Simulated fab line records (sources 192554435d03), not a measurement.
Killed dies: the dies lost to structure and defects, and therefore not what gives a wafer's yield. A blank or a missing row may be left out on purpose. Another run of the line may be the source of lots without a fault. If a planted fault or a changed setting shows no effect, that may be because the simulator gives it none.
Split-lot study || flow n5 finfet || route with 1938 steps; 7 lots, 39 wafers read

== THE SPLIT ITSELF ==
At N5_BEOL_M13_ETCH_68 (etches SOC in N2/H2, time 355 s), the setting time s was moved away from the recipe's 355 s on 6 of the 39 wafers read, by -34.6% to -17.1%. For the rest of the wafers, this setting stayed at what the recipe calls for.

The split's own step is where the reading is taken.

== THE READING ==
SiARC_of_BEOL_M13_COAT_66.thk nm (the simulator's own value, which no gauge read), in nm, at N5_BEOL_M13_ETCH_68 (etches SOC in N2/H2, time 355 s). There is no usual value for it anywhere in the file. Across the 33 wafers here that went through the recipe, the average is 77.4 nm and the standard deviation 0.75 nm.

{"wafer": "L076.1", "tool, chamber at the split": "rie diel-02, 0", "time s as run, s": 355, "against the recipe": "recipe", "SiARC_of_BEOL_M13_COAT_66.thk nm, nm": 75.4, "against lot-mates on the recipe": "-"}
{"wafer": "L076.2", "tool, chamber at the split": "rie diel-02, 3", "time s as run, s": 355, "against the recipe": "recipe", "SiARC_of_BEOL_M13_COAT_66.thk nm, nm": 76.2, "against lot-mates on the recipe": "-"}
{"wafer": "L076.3", "tool, chamber at the split": "rie diel-02, 1", "time s as run, s": 355, "against the recipe": "recipe", "SiARC_of_BEOL_M13_COAT_66.thk nm, nm": 78, "against lot-mates on the recipe": "-"}
{"wafer": "L076.4", "tool, chamber at the split": "rie diel-02, 2", "time s as run, s": 355, "against the recipe": "recipe", "SiARC_of_BEOL_M13_COAT_66.thk nm, nm": 76.6, "against lot-mates on the recipe": "-"}
{"wafer": "L076.5", "tool, chamber at the split": "rie diel-02, 0,3", "time s as run, s": 355, "against the recipe": "recipe", "SiARC_of_BEOL_M13_COAT_66.thk nm, nm": 76, "against lot-mates on the recipe": "-"}
{"wafer": "L076.6", "tool, chamber at the split": "rie diel-02, 0,3", "time s as run, s": 355, "against the recipe": "recipe", "SiARC_of_BEOL_M13_COAT_66.thk nm, nm": 76, "against lot-mates on the recipe": "-"}
{"wafer": "L075.1", "tool, chamber at the split": "rie diel-03, 1,0", "time s as run, s": 355, "against the recipe": "recipe", "SiARC_of_BEOL_M13_COAT_66.thk nm, nm": 77.8, "against lot-mates on the recipe": "-"}
{"wafer": "L075.2", "tool, chamber at the split": "rie diel-03, 1,0", "time s as run, s": 355, "against the recipe": "recipe", "SiARC_of_BEOL_M13_COAT_66.thk nm, nm": 77.8, "against lot-mates on the recipe": "-"}
{"wafer": "L075.3", "tool, chamber at the split": "rie diel-03, 2", "time s as run, s": 355, "against the recipe": "recipe", "SiARC_of_BEOL_M13_COAT_66.thk nm, nm": 77.4, "against lot-mates on the recipe": "-"}
{"wafer": "L075.4", "tool, chamber at the split": "rie diel-03, 3", "time s as run, s": 355, "against the recipe": "recipe", "SiARC_of_BEOL_M13_COAT_66.thk nm, nm": 78, "against lot-mates on the recipe": "-"}
{"wafer": "L075.5", "tool, chamber at the split": "rie diel-03, 3", "time s as run, s": 355, "against the recipe": "recipe", "SiARC_of_BEOL_M13_COAT_66.thk nm, nm": 78.2, "against lot-mates on the recipe": "-"}
{"wafer": "L075.6", "tool, chamber at the split": "rie diel-03, 2", "time s as run, s": 355, "against the recipe": "recipe", "SiARC_of_BEOL_M13_COAT_66.thk nm, nm": 77.6, "against lot-mates on the recipe": "-"}
{"wafer": "L078.1", "tool, chamber at the split": "rie diel-03, 3", "time s as run, s": 355, "against the recipe": "recipe", "SiARC_of_BEOL_M13_COAT_66.thk nm, nm": 77.8, "against lot-mates on the recipe": "-"}
{"wafer": "L078.5", "tool, chamber at the split": "rie diel-03, 3", "time s as run, s": 355, "against the recipe": "recipe", "SiARC_of_BEOL_M13_COAT_66.thk nm, nm": 77.8, "against lot-mates on the recipe": "-"}
{"wafer": "L078.2", "tool, chamber at the split": "rie diel-03, 1,0,2", "time s as run, s": 355, "against the recipe": "recipe", "SiARC_of_BEOL_M13_COAT_66.thk nm, nm": 77.6, "against lot-mates on the recipe": "-"}
{"wafer": "L078.3", "tool, chamber at the split": "rie diel-03, 1,0,2", "time s as run, s": 355, "against the recipe": "recipe", "SiARC_of_BEOL_M13_COAT_66.thk nm, nm": 77.6, "against lot-mates on the recipe": "-"}
{"wafer": "L078.4", "tool, chamber at the split": "rie diel-03, 1,0,2", "time s as run, s": 355, "against the recipe": "recipe", "SiARC_of_BEOL_M13_COAT_66.thk nm, nm": 77.6, "against lot-mates on the recipe": "-"}
{"wafer": "L078.6", "tool, chamber at the split": "rie diel-03, 0", "time s as run, s": 355, "against the recipe": "recipe", "SiARC_of_BEOL_M13_COAT_66.thk nm, nm": 78.2, "against lot-mates on the recipe": "-"}
{"wafer": "L081.1", "tool, chamber at the split": "rie diel-01, 2", "time s as run, s": 355, "against the recipe": "recipe", "SiARC_of_BEOL_M13_COAT_66.thk nm, nm": 77, "against lot-mates on the recipe": "-"}
{"wafer": "L081.2", "tool, chamber at the split": "rie diel-01, 0", "time s as run, s": 355, "against the recipe": "recipe", "SiARC_of_BEOL_M13_COAT_66.thk nm, nm": 76.8, "against lot-mates on the recipe": "-"}
{"wafer": "L081.3", "tool, chamber at the split": "rie diel-01, 1", "time s as run, s": 355, "against the recipe": "recipe", "SiARC_of_BEOL_M13_COAT_66.thk nm, nm": 77.4, "against lot-mates on the recipe": "-"}
{"wafer": "L081.4", "tool, chamber at the split": "rie diel-01, 2,0", "time s as run, s": 232, "against the recipe": "-34.6%", "SiARC_of_BEOL_M13_COAT_66.thk nm, nm": 88.6, "against lot-mates on the recipe": "+11.5"}
{"wafer": "L081.5", "tool, chamber at the split": "rie diel-01, 2,0", "time s as run, s": 232, "against the recipe": "-34.6%", "SiARC_of_BEOL_M13_COAT_66.thk nm, nm": 88.6, "against lot-mates on the recipe": "+11.5"}
{"wafer": "L081.6", "tool, chamber at the split": "rie diel-01, 1", "time s as run, s": 232, "against the recipe": "-34.6%", "SiARC_of_BEOL_M13_COAT_66.thk nm, nm": 88.4, "against lot-mates on the recipe": "+11.3"}
{"wafer": "L079.1", "tool, chamber at the split": "rie diel-03, 3", "time s as run, s": 355, "against the recipe": "recipe", "SiARC_of_BEOL_M13_COAT_66.thk nm, nm": 78, "against lot-mates on the recipe": "-"}
{"wafer": "L079.2", "tool, chamber at the split": "rie diel-03, 1", "time s as run, s": 294.3, "against the recipe": "-17.1%", "SiARC_of_BEOL_M13_COAT_66.thk nm, nm": 82.8, "against lot-mates on the recipe": "+5.1"}
{"wafer": "L079.3", "tool, chamber at the split": "rie diel-03, 2", "time s as run, s": 355, "against the recipe": "recipe", "SiARC_of_BEOL_M13_COAT_66.thk nm, nm": 77.8, "against lot-mates on the recipe": "-"}
{"wafer": "L079.4", "tool, chamber at the split": "rie diel-03, 0", "time s as run, s": 294.3, "against the recipe": "-17.1%", "SiARC_of_BEOL_M13_COAT_66.thk nm, nm": 83, "against lot-mates on the recipe": "+5.3"}
{"wafer": "L079.5", "tool, chamber at the split": "rie diel-03, 3", "time s as run, s": 294.3, "against the recipe": "-17.1%", "SiARC_of_BEOL_M13_COAT_66.thk nm, nm": 83.4, "against lot-mates on the recipe": "+5.7"}
{"wafer": "L079.6", "tool, chamber at the split": "rie diel-03, 0", "time s as run, s": 355, "against the recipe": "recipe", "SiARC_of_BEOL_M13_COAT_66.thk nm, nm": 77.4, "against lot-mates on the recipe": "-"}
{"wafer": "L084.1", "tool, chamber at the split": "rie diel-02, 2", "time s as run, s": 355, "against the recipe": "recipe", "SiARC_of_BEOL_M13_COAT_66.thk nm, nm": 76.8, "against lot-mates on the recipe": "-"}
{"wafer": "L084.5", "tool, chamber at the split": "rie diel-02, 1", "time s as run, s": 355, "against the recipe": "recipe", "SiARC_of_BEOL_M13_COAT_66.thk nm, nm": 78.6, "against lot-mates on the recipe": "-"}
{"wafer": "L084.6", "tool, chamber at the split": "rie diel-02, 0", "time s as run, s": 355, "against the recipe": "recipe", "SiARC_of_BEOL_M13_COAT_66.thk nm, nm": 76, "against lot-mates on the recipe": "-"}
{"wafer": "L095.1", "tool, chamber at the split": "rie diel-03, 3", "time s as run, s": 355, "against the recipe": "recipe", "SiARC_of_BEOL_M13_COAT_66.thk nm, nm": 77.8, "against lot-mates on the recipe": "-"}
{"wafer": "L095.2", "tool, chamber at the split": "rie diel-03, 1,0", "time s as run, s": 355, "against the recipe": "recipe", "SiARC_of_BEOL_M13_COAT_66.thk nm, nm": 77.6, "against lot-mates on the recipe": "-"}
{"wafer": "L095.6", "tool, chamber at the split": "rie diel-03, 1,0", "time s as run, s": 355, "against the recipe": "recipe", "SiARC_of_BEOL_M13_COAT_66.thk nm, nm": 77.6, "against lot-mates on the recipe": "-"}
{"wafer": "L095.3", "tool, chamber at the split": "rie diel-03, 0,2", "time s as run, s": 355, "against the recipe": "recipe", "SiARC_of_BEOL_M13_COAT_66.thk nm, nm": 78, "against lot-mates on the recipe": "-"}
{"wafer": "L095.4", "tool, chamber at the split": "rie diel-03, 0,2", "time s as run, s": 355, "against the recipe": "recipe", "SiARC_of_BEOL_M13_COAT_66.thk nm, nm": 78, "against lot-mates on the recipe": "-"}
{"wafer": "L095.5", "tool, chamber at the split": "rie diel-03, 3", "time s as run, s": 355, "against the recipe": "recipe", "SiARC_of_BEOL_M13_COAT_66.thk nm, nm": 77.4, "against lot-mates on the recipe": "-"}
If several chambers appear in one row, that row covers several wafers at once and the file leaves open which wafer was in which chamber.

FIT RESULTS
A straight line over all 39 wafers: SiARC_of_BEOL_M13_COAT_66.thk nm changes by -0.323 nm for each +1% of time s; r = -0.98; the points scatter about the line by 0.71 nm.
The same after taking each lot's own level away (the mean of its wafers on the recipe; 39 wafers): -0.328 nm for each +1%; r = -0.99; scatter 0.5 nm.
According to that fit, moving time s by its largest amount changes the reading by 11 nm.
The span of the lots' own levels, 76.37 to 77.80 nm, comes to 1.9 times the standard deviation stated above.
So the lot-to-lot level changes the slope little: the two slopes agree.
Check: with one of the wafers moved furthest among these (-34.6%) left out of the fit, the line predicts +11.3 nm for it against its lot-mates. Against them it came out at +11.5 nm.

== THESE WAFERS: OTHER SPLITS ==
These wafers also went through other splits before the reading. Each is held against what the fit with the lots' levels taken away leaves over:
{"other split on the same wafers": "N5_BEOL_M9_CVD_78 target thk a", "wafers away from the commonest value": 15, "r with SiARC_of_BEOL_M13_COAT_66.thk nm (lot level and that fit taken away)": "+0.08"}
{"other split on the same wafers": "N5_BEOL_M12_SPUTTER_44 time s", "wafers away from the commonest value": 15, "r with SiARC_of_BEOL_M13_COAT_66.thk nm (lot level and that fit taken away)": "+0.01"}

== FILE'S OWN FIT ==
SiARC_of_BEOL_M13_COAT_66.thk nm changes by -0.327 nm for each +1% of time s, r = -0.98.
